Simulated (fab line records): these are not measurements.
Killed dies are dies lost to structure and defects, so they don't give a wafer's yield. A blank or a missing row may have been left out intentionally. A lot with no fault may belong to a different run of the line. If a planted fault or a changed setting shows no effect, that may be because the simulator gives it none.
The tool behind it: which one? / flow nand_harc / Sampling: 11 lots, 33 wafers, 5 of 1302 route steps

## WHAT THE GAUGES READ, wafer by wafer
NHARC_END_SORT_01.
lot=L601; measured=day 27 00:41; on=prober-01; killed_at_array=673 674 672
lot=L602; measured=day 28 02:21; on=prober-01; killed_at_array=670 676 675

## WHICH TOOL RAN EACH LOT (tool, then ch and the chambers of the sampled wafers, then the start)
lot=L596; NHARC_A_CHANNEL_HOLE_D1_ETCH_21=har_etch-01 ch 0,1, day 9 12:52; NHARC_A_CHANNEL_HOLE_D1_ETCH_33=har_etch-01 ch 0,1, day 9 16:22; NHARC_A_CHANNEL_HOLE_D1_ETCH_44=rie_diel-03 ch 2,3, day 9 17:04; NHARC_A_CHANNEL_FILL_D1_ETCHBACK_19=rie_si-06 ch 0,1,2, day 10 18:27
lot=L597; NHARC_A_CHANNEL_HOLE_D1_ETCH_21=har_etch-02 ch 0,1, day 10 09:31; NHARC_A_CHANNEL_HOLE_D1_ETCH_33=har_etch-02 ch 0,1, day 10 12:57; NHARC_A_CHANNEL_HOLE_D1_ETCH_44=rie_diel-03 ch 1,2,3, day 10 13:39; NHARC_A_CHANNEL_FILL_D1_ETCHBACK_19=rie_si-02 ch 0,1,2, day 11 14:54
lot=L601; NHARC_A_CHANNEL_HOLE_D1_ETCH_21=har_etch-01 ch 0, day 11 12:16; NHARC_A_CHANNEL_HOLE_D1_ETCH_33=har_etch-01 ch 0, day 11 15:45; NHARC_A_CHANNEL_HOLE_D1_ETCH_44=rie_diel-03 ch 0,2, day 11 16:28; NHARC_A_CHANNEL_FILL_D1_ETCHBACK_19=rie_si-06 ch 2,3, day 12 17:50
lot=L602; NHARC_A_CHANNEL_HOLE_D1_ETCH_21=har_etch-01 ch 0,1, day 12 00:39; NHARC_A_CHANNEL_HOLE_D1_ETCH_33=har_etch-01 ch 0,1, day 12 04:09; NHARC_A_CHANNEL_HOLE_D1_ETCH_44=rie_diel-03 ch 0,1,3, day 12 04:52; NHARC_A_CHANNEL_FILL_D1_ETCHBACK_19=rie_si-01 ch 0,1,3, day 13 07:01
lot=L608; NHARC_A_CHANNEL_HOLE_D1_ETCH_21=har_etch-02 ch 0,1, day 14 11:19; NHARC_A_CHANNEL_HOLE_D1_ETCH_33=har_etch-02 ch 0,1, day 14 14:50; NHARC_A_CHANNEL_HOLE_D1_ETCH_44=rie_diel-03 ch 1,2,3, day 14 15:35; NHARC_A_CHANNEL_FILL_D1_ETCHBACK_19=rie_si-01 ch 1,2,3, day 15 16:47
lot=L610; NHARC_A_CHANNEL_HOLE_D1_ETCH_21=har_etch-02 ch 0,1, day 15 03:02; NHARC_A_CHANNEL_HOLE_D1_ETCH_33=har_etch-02 ch 0,1, day 15 06:32; NHARC_A_CHANNEL_HOLE_D1_ETCH_44=rie_diel-03 ch 0,2,3, day 15 07:15; NHARC_A_CHANNEL_FILL_D1_ETCHBACK_19=rie_si-01 ch 0,1,2, day 16 09:17
lot=L612; NHARC_A_CHANNEL_HOLE_D1_ETCH_21=har_etch-02 ch 0,1, day 16 00:07; NHARC_A_CHANNEL_HOLE_D1_ETCH_33=har_etch-02 ch 0,1, day 16 12:01; NHARC_A_CHANNEL_HOLE_D1_ETCH_44=rie_diel-03 ch 0,2,3, day 16 12:46; NHARC_A_CHANNEL_FILL_D1_ETCHBACK_19=rie_si-01 ch 0,1,2, day 17 17:17
lot=L613; NHARC_A_CHANNEL_HOLE_D1_ETCH_21=har_etch-02 ch 0,1, day 16 12:37; NHARC_A_CHANNEL_HOLE_D1_ETCH_33=har_etch-02 ch 0,1, day 16 16:11; NHARC_A_CHANNEL_HOLE_D1_ETCH_44=rie_diel-03 ch 0,1, day 16 16:55; NHARC_A_CHANNEL_FILL_D1_ETCHBACK_19=rie_si-01 ch 2,3, day 18 01:20
lot=L614; NHARC_A_CHANNEL_HOLE_D1_ETCH_21=har_etch-01 ch 0,1, day 16 21:07; NHARC_A_CHANNEL_HOLE_D1_ETCH_33=har_etch-01 ch 0,1, day 17 00:39; NHARC_A_CHANNEL_HOLE_D1_ETCH_44=rie_diel-02 ch 0,2,3, day 17 01:24; NHARC_A_CHANNEL_FILL_D1_ETCHBACK_19=rie_si-02 ch 1,2,3, day 18 01:20
lot=L617; NHARC_A_CHANNEL_HOLE_D1_ETCH_21=har_etch-01 ch 0,1, day 17 21:22; NHARC_A_CHANNEL_HOLE_D1_ETCH_33=har_etch-01 ch 0,1, day 18 00:56; NHARC_A_CHANNEL_HOLE_D1_ETCH_44=rie_diel-03 ch 0,1,2, day 18 01:40; NHARC_A_CHANNEL_FILL_D1_ETCHBACK_19=rie_si-02 ch 0,1,2, day 19 03:54
lot=L616; NHARC_A_CHANNEL_HOLE_D1_ETCH_21=har_etch-02 ch 0,1, day 17 22:13; NHARC_A_CHANNEL_HOLE_D1_ETCH_33=har_etch-02 ch 0,1, day 18 01:38; NHARC_A_CHANNEL_HOLE_D1_ETCH_44=rie_diel-08 ch 1,2, day 18 02:19; NHARC_A_CHANNEL_FILL_D1_ETCHBACK_19=rie_si-06 ch 0,1,3, day 19 03:57
- NHARC_A_CHANNEL_HOLE_D1_ETCH_21: etches the open film in C4F8/O2/Ar, time 514.3 s, target depth 1600 nm.
- NHARC_A_CHANNEL_HOLE_D1_ETCH_33: etches the open film in C4F8/O2/Ar, time 90 s, target depth 400 nm.
- NHARC_A_CHANNEL_HOLE_D1_ETCH_44: etches the open film in CF4/O2, target depth 140 nm, overetch 14 nm, time 77 s.
- NHARC_A_CHANNEL_FILL_D1_ETCHBACK_19: etches the open film in HBr/Cl2, target depth 5 nm, time 1.7 s.

## THE ANSWER, worked out from the rows above alone
Rule: the usual values come from the lots themselves. Put in order of their means at a reading, lots are off if they are a third of the lots or fewer, leave a main group of 4 or more, and stand apart from it by a gap of 3 or more times the standard deviation of the main group's means; of several such gaps the widest counts. Not used: any main group whose means are identical at the precision the tables above print for the reading. A lot without any number at a reading at which 4 lots or more have one is off too. Where the step has rows for the other lots, those lots are counted as sound.
Nothing can be told from this: no lot is off at any reading shown.

## WHAT WAS PUT IN BY THE SIMULATOR
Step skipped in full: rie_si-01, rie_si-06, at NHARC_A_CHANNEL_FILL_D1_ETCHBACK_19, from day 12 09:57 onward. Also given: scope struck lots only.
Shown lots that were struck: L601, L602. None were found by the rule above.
